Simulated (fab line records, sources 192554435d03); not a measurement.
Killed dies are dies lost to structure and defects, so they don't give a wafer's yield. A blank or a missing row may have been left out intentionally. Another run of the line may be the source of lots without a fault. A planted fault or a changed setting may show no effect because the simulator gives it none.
A lot that was struck, set against a sound lot + flow n5Finfet + 38 steps out of a route of 1938
Sound: these wafers, L332.3, L332.5, L332.6. Struck: wafers L341.2, L341.4, L341.6. The cause is given at the end.
At each step with rows: each side's tool, then ch and its chambers, then its first start. Under that, the readings that differ: sound wafers + struck wafers + difference of the means + sigmas: that difference in standard deviations of wafers without a fault.
alike: readings with means less than 2 such deviations apart, plus words and numbers identical on both sides. not compared: withheld readings, readings lacking a value on some wafer, bounds such as >300 that could conceal the same value, and numbers that have no deviation in the record and whose values overlap.
Wherever a step has rows on one side only, a row that says differs or no value, or a row with sigmas, the two part there. Numbers that have no deviation but don't overlap get no sigmas and don't part them. A reading that every wafer of one side lacks parts them only if that side has two wafers or more.

first, 9 steps without rows for these wafers: N5_HKMG_FIN_SOFTBAKE_07 (time 60 s); N5_HKMG_FIN_EXPOSE_09 (exposes mask NWFM); N5_HKMG_FIN_PEB_10 (peb time 60 s); N5_HKMG_FIN_DEVELOP_11 (develop time 30 s); N5_HKMG_FIN_DESCUM_17 (chemistry O2, time 7.9 s); N5_HKMG_FIN_ETCH_31 (etches SiARC in CF4, target depth 45.5 nm, time 75.8 s); N5_HKMG_FIN_ETCH_32 (etches SOC in N2/H2, target depth 240 nm, time 300 s); N5_HKMG_FIN_STRIP_33 (strips in N2/H2); N5_HKMG_FIN_STRIP_34 (strips in CF4).
N5_HKMG_FIN_ETCH_35: etches SOC in N2/H2, target depth 215.8 nm, time 243.4 s.
  sound on rieDiel-02 ch 2,3, day 4 22:30; struck on rieDiel-06 ch 0,2,3, day 7 04:53
  alike: biasW, drypumpMotorCurrentA, h2FlowSccm, oesProductAu, rfVppV, showerheadPlenumPTorr, throttleValvePct
  not compared: rfHoursCounterH
then, 27 steps without rows for these wafers: N5_HKMG_FIN_STRIP_92 (strips SOC in N2/H2, time 20 s); N5_HKMG_FIN_WET_ETCH_18 (etches TiN in SC1, time 55 s, target depth 5.2 nm, rinse time 30 s); N5_HKMG_FIN_STRIP_19 (strips in N2/H2, time 360 s); N5_HKMG_FIN_ALD_91 (deposits TiN, target thk 1 nm, pulse time 1 s, purge time 3 s); N5_HKMG_FIN_COAT_85 (time 60 s, resist thk 300 nm); N5_HKMG_FIN_ETCH_86 (etches SOC in N2/H2, stops on TiN, target depth 393.2 nm); N5_HKMG_FIN_STRIP_89 (strips SOC in N2/H2, time 20 s); N5_HKMG_FIN_WET_ETCH_87 (etches TiN in SC1, time 154.2 s, target depth 4.7 nm, rinse time 30 s); N5_HKMG_FIN_STRIP_88 (strips in N2/H2, time 360 s); N5_HKMG_FIN_NWFM_ALD_20 (deposits TiAlC, target thk 2 nm, pulse time 3 s, purge time 2 s); N5_HKMG_FIN_ALD_71 (deposits TiN, target thk 1 nm, pulse time 1 s, purge time 3 s); N5_HKMG_FIN_COAT_66 (time 60 s, resist thk 300 nm); N5_HKMG_FIN_ETCH_67 (etches SOC in N2/H2, stops on TiN, target depth 388.9 nm); N5_HKMG_FIN_STRIP_90 (strips SOC in N2/H2, time 20 s); N5_HKMG_FIN_WET_ETCH_73 (etches the open film in SC1, time 42.3 s, target depth 1.3 nm, rinse time 30 s); N5_HKMG_FIN_ETCHBACK_68 (etches the open film in Cl2/Ar, stops on HfO2, target depth 0.5 nm); N5_HKMG_FIN_STRIP_69 (strips in N2/H2, time 360 s); N5_HKMG_FIN_ALD_21 (deposits TiN, target thk 1.5 nm, pulse time 1 s, purge time 3 s); N5_HKMG_FIN_ALD_72 (deposits W, target thk 2 nm, pulse time 1 s, purge time 2 s); N5_HKMG_FIN_W_FILL_22 (material W, target thk 60 nm, time 18.2 s); N5_HKMG_FIN_PRECLEAN_83 (cleans in DIW, time 57.5 s); N5_HKMG_FIN_SRD_84 (dry time 32 s); N5_HKMG_FIN_CMP_23 (polishes, stops on SiNx, t overpolish 10 s, target thk 46.326 nm); N5_HKMG_FIN_CMP_94 (polishes, stops on SiNx, t overpolish 4.7 s, target thk 43.299 nm); N5_GATE_CUT_ETCHBACK_00 (etches W in SF6/Cl2); N5_GATE_CUT_ETCH_56 (etches TiN in Cl2/Ar, target depth 21.6 nm); N5_GATE_CUT_ETCHBACK_30 (etches TiN in Cl2/Ar, target depth 3 nm).
-- the record jumps here: 8 days lie between the struck wafers' starts before and after (it left off in module GATE_CUT and takes up again in module PASSIVATION, whose first step shown is number 1936 of the route) --
N5_PASSIVATION_PROBE_49:
  the record has rows for the struck wafers here (prober-02, day 15 00:53) and none for the sound ones

== WHERE THEY PART ==
Only at N5_PASSIVATION_PROBE_49, within this record.

WHY: whatever the simulator had introduced
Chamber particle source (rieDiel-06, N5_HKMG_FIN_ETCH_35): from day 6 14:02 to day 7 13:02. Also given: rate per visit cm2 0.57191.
